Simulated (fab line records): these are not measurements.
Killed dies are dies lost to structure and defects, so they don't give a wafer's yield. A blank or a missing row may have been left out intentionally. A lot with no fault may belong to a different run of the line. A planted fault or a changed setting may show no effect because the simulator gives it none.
What tool caused it? | flow n5Finfet | 22 lots, 66 wafers sampled, at 3 steps of a route of 1938

WHAT THE GAUGES SHOWED, per wafer
N5_SD_ACTIVATION_RS_MEAS_03: a four-point-probe measurement.
lot  | measured    | on           | RS_SD_N (ohm/sq)  | RS_SD_P (ohm/sq)
L074 | day 3 11:07 | filmMetro-02 | 22.15 22.05 22.21 | 54.5 55.8 55.7
L075 | day 3 17:20 | filmMetro-02 | 22.12 22.43 22.29 | 55.8 55.9 56.5
L076 | day 4 00:55 | filmMetro-02 | 22.02 22.10 22.17 | 56.3 55.2 55.8
L077 | day 4 06:08 | filmMetro-01 | 21.52 21.55 21.70 | 55.0 55.3 55.8
L078 | day 4 09:16 | filmMetro-01 | 21.67 21.94 21.41 | 55.7 55.4 56.8
L079 | day 4 17:48 | filmMetro-01 | 22.11 21.80 22.00 | 55.0 55.1 55.1
L080 | day 5 03:12 | filmMetro-01 | 21.92 21.67 21.96 | 55.9 55.7 56.2
L081 | day 5 03:32 | filmMetro-02 | 21.88 21.93 21.79 | 56.9 56.5 56.7
L082 | day 5 11:26 | filmMetro-01 | 21.54 21.24 21.26 | 55.8 56.3 56.6
L083 | day 5 18:24 | filmMetro-01 | 21.94 21.91 21.85 | 54.6 55.3 54.8
L084 | day 5 23:51 | filmMetro-02 | 21.82 21.79 22.32 | 56.0 56.0 55.4
L085 | day 6 13:10 | filmMetro-02 | 22.10 22.18 22.03 | 55.8 55.4 54.8
L087 | day 6 20:41 | filmMetro-02 | 22.07 21.58 21.74 | 54.6 54.4 55.5
L088 | day 7 07:14 | filmMetro-02 | 22.34 22.01 22.26 | 57.3 56.2 56.0
L089 | day 7 06:57 | filmMetro-01 | 21.76 22.20 22.06 | 57.1 56.9 57.2
L090 | day 7 12:07 | filmMetro-02 | 21.64 21.97 21.81 | 56.3 57.7 56.9
L091 | day 7 19:19 | filmMetro-01 | 22.13 22.08 21.83 | 56.6 57.0 56.3
L093 | day 8 07:37 | filmMetro-02 | 21.82 21.66 21.70 | 56.5 57.0 56.9
L094 | day 8 10:42 | filmMetro-01 | 21.51 21.64 21.58 | 56.9 56.7 56.0
L095 | day 8 17:55 | filmMetro-02 | 21.91 21.84 21.45 | 56.7 57.2 56.2
L096 | day 9 00:34 | filmMetro-01 | 21.73 21.82 22.17 | 55.9 55.5 56.1
L097 | day 9 23:13 | filmMetro-02 | 21.87 21.53 22.04 | 56.0 56.8 56.3

WHICH TOOL RAN EACH LOT (tool, then ch and the chambers of the sampled wafers, then the start)
lot  | N5_DUMMY_GATE_STRIP_40           | N5_DUMMY_GATE_ETCH_31
L074 | rieDiel-06 ch 1,2,3, day 2 23:01 | rieDiel-05 ch 1,2,3, day 2 23:07
L075 | rieDiel-05 ch 2,3, day 3 04:01   | rieDiel-05 ch 1,2, day 3 04:07
L076 | rieDiel-06 ch 0,1, day 3 12:35   | rieDiel-05 ch 1,3, day 3 12:41
L077 | rieDiel-02 ch 2,3, day 3 17:10   | rieDiel-06 ch 0,1, day 3 17:16
L078 | rieDiel-06 ch 1,2,3, day 3 21:43 | rieDiel-05 ch 0,1,3, day 3 21:48
L079 | rieDiel-02 ch 1,2, day 4 06:55   | rieDiel-02 ch 2,3, day 4 07:01
L080 | rieDiel-02 ch 1,2, day 4 14:47   | rieDiel-06 ch 1,2,3, day 4 14:53
L081 | rieDiel-05 ch 0,1,2, day 4 16:46 | rieDiel-05 ch 0,1,3, day 4 16:52
L082 | rieDiel-05 ch 0,1,3, day 5 00:24 | rieDiel-05 ch 0,1, day 5 00:29
L083 | rieDiel-02 ch 1,2, day 5 06:49   | rieDiel-02 ch 1,2, day 5 06:55
L084 | rieDiel-05 ch 0,1, day 5 12:56   | rieDiel-06 ch 0,1,2, day 5 13:03
L085 | rieDiel-02 ch 1,2,3, day 6 02:31 | rieDiel-05 ch 0,1, day 6 02:37
L087 | rieDiel-02 ch 1,2,3, day 6 09:53 | rieDiel-05 ch 1,2,3, day 6 10:00
L088 | rieDiel-06 ch 0,1,3, day 6 16:16 | rieDiel-05 ch 1,2, day 6 16:22
L089 | rieDiel-02 ch 2,3, day 6 19:24   | rieDiel-02 ch 1,3, day 6 19:30
L090 | rieDiel-02 ch 0,2,3, day 6 23:53 | rieDiel-05 ch 1,3, day 6 23:59
L091 | rieDiel-06 ch 0,2,3, day 7 07:57 | rieDiel-02 ch 1,2,3, day 7 08:06
L093 | rieDiel-02 ch 0,1,2, day 7 20:53 | rieDiel-05 ch 0,1,3, day 7 20:59
L094 | rieDiel-06 ch 1,2, day 7 22:44   | rieDiel-02 ch 0,2, day 7 22:50
L095 | rieDiel-05 ch 0,2, day 8 04:55   | rieDiel-02 ch 0,1, day 8 05:01
L096 | rieDiel-05 ch 1,2,3, day 8 14:01 | rieDiel-05 ch 0,2, day 8 14:07
L097 | rieDiel-02 ch 0,2, day 8 19:01   | rieDiel-02 ch 1,2, day 8 19:07
- N5_DUMMY_GATE_STRIP_40: strips in CF4.
- N5_DUMMY_GATE_ETCH_31: etches SiO2 in C4F6/O2, target depth 82.5 nm, time 27.5 s.

WHAT THE TOOLS THEMSELVES READ (means of the sampled wafers that have a number; where no wafer has one, the mark that the record gives instead)
N5_DUMMY_GATE_STRIP_40.
lot  | tool       | cf4FlowSccm (sccm) | drypumpMotorCurrentA (A) | oesProductAu (a.u.) | rfVppV (V) | showerheadPlenumPTorr (Torr) | throttleValvePct (%)
L074 | rieDiel-06 | 150.1              | 5.9                      | 0.79                | 270.1      | 1.76                         | 13.60
L075 | rieDiel-05 | 149.5              | 5.6                      | 0.75                | 272.8      | 1.84                         | 13.44
L076 | rieDiel-06 | 149.7              | 5.6                      | 0.80                | 271.0      | 1.76                         | 13.41
L077 | rieDiel-02 | 149.9              | 5.2                      | 0.86                | 270.7      | 1.78                         | 13.32
L078 | rieDiel-06 | 150.1              | 5.9                      | 0.78                | 270.7      | 1.76                         | 13.60
L079 | rieDiel-02 | 150.4              | 6.2                      | 0.88                | 272.8      | 1.85                         | 13.40
L080 | rieDiel-02 | 149.8              | 6.3                      | 0.90                | 273.2      | 1.88                         | 13.34
L081 | rieDiel-05 | 149.9              | 5.4                      | 0.84                | 272.1      | 1.81                         | 13.35
L082 | rieDiel-05 | 150.2              | 5.6                      | 0.77                | 271.7      | 1.85                         | 13.36
L083 | rieDiel-02 | 149.6              | 6.3                      | 0.89                | 273.1      | 1.87                         | 13.36
L084 | rieDiel-05 | 150.0              | 5.4                      | 0.77                | 272.8      | 1.85                         | 13.42
L085 | rieDiel-02 | 149.8              | 5.7                      | 0.86                | 271.5      | 1.83                         | 13.35
L087 | rieDiel-02 | 150.2              | 5.7                      | 0.85                | 271.2      | 1.83                         | 13.35
L088 | rieDiel-06 | 149.7              | 5.7                      | 0.78                | 270.7      | 1.75                         | 13.52
L089 | rieDiel-02 | 149.8              | 5.2                      | 0.82                | 270.4      | 1.77                         | 13.34
L090 | rieDiel-02 | 149.6              | 5.5                      | 0.82                | 271.0      | 1.79                         | 13.32
L091 | rieDiel-06 | 150.0              | 6.2                      | 0.74                | 270.6      | 1.76                         | 13.65
L093 | rieDiel-02 | 150.1              | 6.1                      | 0.83                | 272.1      | 1.84                         | 13.33
L094 | rieDiel-06 | 149.6              | 6.1                      | 0.73                | 270.0      | 1.76                         | 13.73
L095 | rieDiel-05 | 150.1              | 5.2                      | 0.87                | 271.3      | 1.80                         | 13.36
L096 | rieDiel-05 | 150.3              | 5.7                      | 0.80                | 272.1      | 1.81                         | 13.36
L097 | rieDiel-02 | 150.9              | 6.0                      | 0.80                | 271.9      | 1.81                         | 13.43

N5_DUMMY_GATE_ETCH_31.
lot  | tool       | drypumpMotorCurrentA (A) | oesProductAu (a.u.) | rfVppV (V) | showerheadPlenumPTorr (Torr) | throttleValvePct (%)
L074 | rieDiel-05 | 5.7                      | 0.75                | 665        | 2.88                         | 20.94
L075 | rieDiel-05 | 5.8                      | 0.74                | 661        | 2.84                         | 20.94
L076 | rieDiel-05 | 5.9                      | 0.78                | 666        | 2.93                         | 20.74
L077 | rieDiel-06 | 5.9                      | 0.76                | 662        | 2.81                         | 20.98
L078 | rieDiel-05 | 5.6                      | 0.79                | 666        | 2.93                         | 20.80
L079 | rieDiel-02 | 5.6                      | 0.87                | 678        | 2.86                         | 21.05
L080 | rieDiel-06 | 5.9                      | 0.79                | 666        | 2.78                         | 21.20
L081 | rieDiel-05 | 5.6                      | 0.77                | 666        | 2.93                         | 20.83
L082 | rieDiel-05 | 5.7                      | 0.77                | 661        | 2.89                         | 20.85
L083 | rieDiel-02 | 6.3                      | 0.91                | 673        | 2.99                         | 21.14
L084 | rieDiel-06 | 6.0                      | 0.75                | 664        | 2.80                         | 21.10
L085 | rieDiel-05 | 5.4                      | 0.77                | 666        | 2.92                         | 20.91
L087 | rieDiel-05 | 5.7                      | 0.83                | 665        | 2.87                         | 20.86
L088 | rieDiel-05 | 5.8                      | 0.82                | 661        | 2.83                         | 20.88
L089 | rieDiel-02 | 5.8                      | 0.89                | 669        | 2.95                         | 21.00
L090 | rieDiel-05 | 5.9                      | 0.77                | 666        | 2.92                         | 20.77
L091 | rieDiel-02 | 5.7                      | 0.86                | 674        | 2.90                         | 21.04
L093 | rieDiel-05 | 5.6                      | 0.76                | 665        | 2.92                         | 20.84
L094 | rieDiel-02 | 6.0                      | 0.83                | 679        | 2.90                         | 21.09
L095 | rieDiel-02 | 6.2                      | 0.86                | 670        | 2.98                         | 21.02
L096 | rieDiel-05 | 5.2                      | 0.86                | 669        | 2.85                         | 20.98
L097 | rieDiel-02 | 6.2                      | 0.85                | 678        | 2.94                         | 21.21

THE ANSWER, worked out from the rows above alone
Rule: the usual values come from the lots themselves. The widest of any qualifying gaps counts: lots, ordered by their means at a reading, are off when they make up no more than a third of the lots, leave a main group of 4 or more, and stand apart from it by 3 or more times the standard deviation of that group's means. A main group whose means are all the same, to the digits that the tables above print for the reading, isn't used. A lot without any number at a reading at which 4 lots or more have one is off too. The other lots that the step has rows for count as sound. After the gauges, taken in route order, come the tools' own readings; for these a lot's mean is taken, as printed above. At the first step where some lot is off, the reading lying furthest off is the one used; lots without a number count as furthest.
No lot is off on any of the readings shown, so nothing can be concluded from this.

WHAT THE SIMULATOR HAD PUT IN
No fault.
